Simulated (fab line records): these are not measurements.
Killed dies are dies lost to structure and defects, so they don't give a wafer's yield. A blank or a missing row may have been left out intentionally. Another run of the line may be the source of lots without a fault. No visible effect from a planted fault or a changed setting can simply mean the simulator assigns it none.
A struck lot beside a sound one | flow n5-finfet | 16 steps out of a route of 1938
Sound: wafers L496.2, L496.3, L496.6. Wafers L498.1, L498.4, L498.5 were the ones struck. The cause is named last.
For every step that has rows: the tool of each side, followed by ch and its chambers, followed by its first start. Under that, the readings that differ: sound wafers | struck wafers | difference of the means | sigmas: that difference in standard deviations of wafers without a fault.
alike: words and numbers the same on both sides, and readings whose means are apart by under 2 such deviations; not compared: readings that were withheld, readings missing a value for some wafer, numbers with overlapping values and no deviation given by the record, and bounds like >300 which may hide the same value.
A row with sigmas, a row that says differs or no value, or rows on one side alone: a step with any of these is where the two part. Non-overlapping numbers with no deviation appear without sigmas and do not part them. A reading missing from all wafers of one side parts the sides only when that side holds two or more wafers.

first, 9 steps without rows for these wafers: N5_BEOL_M3_SOFTBAKE_23 (time 60 s); N5_BEOL_M3_EXPOSE_25 (exposes mask V2, defocus 5 nm); N5_BEOL_M3_PEB_26 (peb time 60 s); N5_BEOL_M3_DEVELOP_27 (develop time 30 s); N5_BEOL_M3_DESCUM_33 (chemistry O2, time 7 s); N5_BEOL_M3_ETCH_77 (etches underlayer in N2/H2, target depth 6.5 nm, time 5.2 s); N5_BEOL_M3_ETCH_69 (etches SiARC in CF4, target depth 15.6 nm, time 26 s); N5_BEOL_M3_ALD_98 (deposits SiO2, target thk 2.5 nm, pulse time 1 s, co reactant pulse time 1 s); N5_BEOL_M3_ETCHBACK_99 (etches SiO2 in CHF3, target depth 5 nm, time 10.4 s).
N5_BEOL_M3_ETCH_70: etches SOC in N2/H2, target depth 80 nm, overetch 16 nm, time 120 s.
  sound on rie-diel-01 ch 0,1, day 11 08:46; struck on rie-diel-03 ch 1,2, day 11 11:49
  no value came back on the struck wafers for any of 7 readings (bias-w (W), chamber-pressure-mTorr (mTorr) and others); on the sound wafers bias-w (W) reads 150.1 150.5 149.8
  reading                                         | sound       | struck   | difference | sigmas
  model.SiARC_of_BEOL_M3_COAT_68.thk-nm (nm)      | 6.6 6.4 6.6 | 12 12 12 | +5         |
  model.underlayer_of_BEOL_M3_COAT_76.thk-nm (nm) | 0 0 0       | 5 5 5    | +5         |
  not compared: rf-hours-counter-h
then, 2 steps without rows for these wafers: N5_BEOL_M3_STRIP_71 (strips in N2/H2); N5_BEOL_M3_STRIP_78 (strips in N2/H2).
N5_BEOL_M3_VIA_ETCH_34: etches the open film in C4F6/O2, target depth 69.4 nm, time 65.9 s.
  sound on rie-diel-01 ch 0,1, day 11 08:52; struck on rie-diel-03 ch 1,2, day 11 11:55
  reading               | sound          | struck         | difference | sigmas
  oes-product-au (a.u.) | 0.70 0.86 0.70 | 0.28 0.25 0.25 | -0.49      | -5
  rf-vpp-V (V)          | 647 656 649    | 677 680 680    | +28        | +2
  alike: C4F6_flow_sccm, O2_flow_sccm, drypump-motor-current-A, showerhead-plenum-p-Torr, throttle-valve-pct
  not compared: rf-hours-counter-h
then, 1 step without rows for these wafers: N5_BEOL_M3_STRIP_83 (strips in C4F6/O2).
N5_BEOL_M4_RC_MEAS_101:
  the record has rows for the sound wafers here (prober-01 ch 0, day 12 01:08) and none for the struck ones
-- here the record skips 5 days between the struck wafers' starts before and after, leaving off in module BEOL_M4 and picking up in module PASSIVATION (first step shown: number 1936 of the route) --
N5_PASSIVATION_PROBE_49:
  sound on prober-01 at day 17 01:45; struck on prober-02 at day 16 20:52
  reading                  | sound          | struck         | difference | sigmas
  defect-limited-yield (%) | 93.0 91.5 91.2 | 0 0 0          | -92        | -61
  killed_at_M0_to_M3       | 17 37 38       | 1096 1111 1127 | +1081      | +99 or more
  killed-dies              | 83 100 104     | 1180 1180 1180 | +1084      | +60
  killed-on-rim            | 11 17 15       | 152 152 152    | +138       | +34
  sort_bin_5_function (%)  | 4.3 4.6 5.3    | 96.1 96.0 96.9 | +91.6      | +92
  sort-n-pass              | 1097 1080 1076 | 0 0 0          | -1084      | -60
  sort-yield-pct (%)       | 93.0 91.5 91.2 | 0 0 0          | -92        | -61
  alike: killed_at_M4_up, killed-at-contacts, killed-at-front-end, killed-at-other, killed-open, killed-short, sort_bin_6_memory

WHERE THEY PART
First at N5_BEOL_M3_ETCH_70; last, within this record, at N5_PASSIVATION_PROBE_49.

WHY: what the simulator had put in
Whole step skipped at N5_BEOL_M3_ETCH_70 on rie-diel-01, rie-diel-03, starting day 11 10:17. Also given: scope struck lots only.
